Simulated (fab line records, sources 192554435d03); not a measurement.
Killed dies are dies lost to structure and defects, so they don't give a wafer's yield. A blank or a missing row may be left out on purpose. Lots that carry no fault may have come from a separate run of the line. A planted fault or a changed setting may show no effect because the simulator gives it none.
Chamber matching -- flow n5-finfet -- N5_BEOL_M4_VIA_ETCH_34 on rie-diel-03: 4 sister chambers
The step etches the open film in C4F6/O2, target depth 69.4 nm, time 65.9 s. 16 wafers are shown with their chamber, then 8 later ones without.

## WAFERS, EACH WITH ITS CHAMBER
wafer,chamber,showerhead-plenum-p-Torr (Torr),rf-vpp-V (V),throttle-valve-pct (%)
L074.1,0,2.92,680,30.96
L074.3,2,2.73,645,30.77
L074.5,2,2.73,645,30.74
L076.1,3,2.90,654,30.99
L076.3,1,2.71,671,31.00
L076.6,0,2.91,680,30.97
L080.1,1,2.71,671,31.02
L080.2,0,2.91,681,30.97
L080.6,2,2.73,645,30.77
L079.3,1,2.71,669,31.01
L079.4,3,2.90,655,30.97
L079.6,3,2.90,654,30.99
L084.1,1,2.71,671,31.02
L084.3,0,2.91,680,30.97
L084.4,2,2.73,645,30.77
L086.1,1,2.70,672,31.02

SIGNATURES (averages over the wafers above)
reading,chamber 0,chamber 1,chamber 2,chamber 3,scatter within a chamber
showerhead-plenum-p-Torr,2.9125,2.7080,2.7300,2.9000,0.00359
rf-vpp-V,680.25,670.80,645.00,654.33,0.72
throttle-valve-pct,30.9675,31.0140,30.7625,30.9833,0.0106
Rule: distance of a wafer from a chamber = root of the sum over the readings of ((wafer's reading minus chamber's mean) / reading's scatter) squared. If the next closest chamber is less than 2 further off than the closest, the wafer can't be placed; otherwise it belongs to the closest. The scatter is the square root of a quotient: the sum, over the shown wafers, of each reading's squared deviation from its chamber's mean, divided by wafers minus chambers.

## WAFERS WITHOUT THEIR CHAMBER
wafer,showerhead-plenum-p-Torr (Torr),rf-vpp-V (V),throttle-valve-pct (%)
L086.2,2.90,680,31.01
L086.5,2.72,645,30.78
L093.3,2.90,680,31.01
L093.4,2.90,680,31.02
L093.5,2.89,654,31.02
L094.4,3.04,681,31.23
L094.5,2.88,653,31.02
L094.6,2.72,645,30.79

## THE CHAMBER EACH PASSED THROUGH
wafer,from the rows above,in truth
L086.2,0,0
L086.5,2,2
L093.3,0,0
L093.4,0,0
L093.5,3,3
L094.4,0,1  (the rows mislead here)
L094.5,3,3
L094.6,2,2
Correctly placed: 7 of 8. Left unplaced by these rows: 0. Wrongly placed: 1.
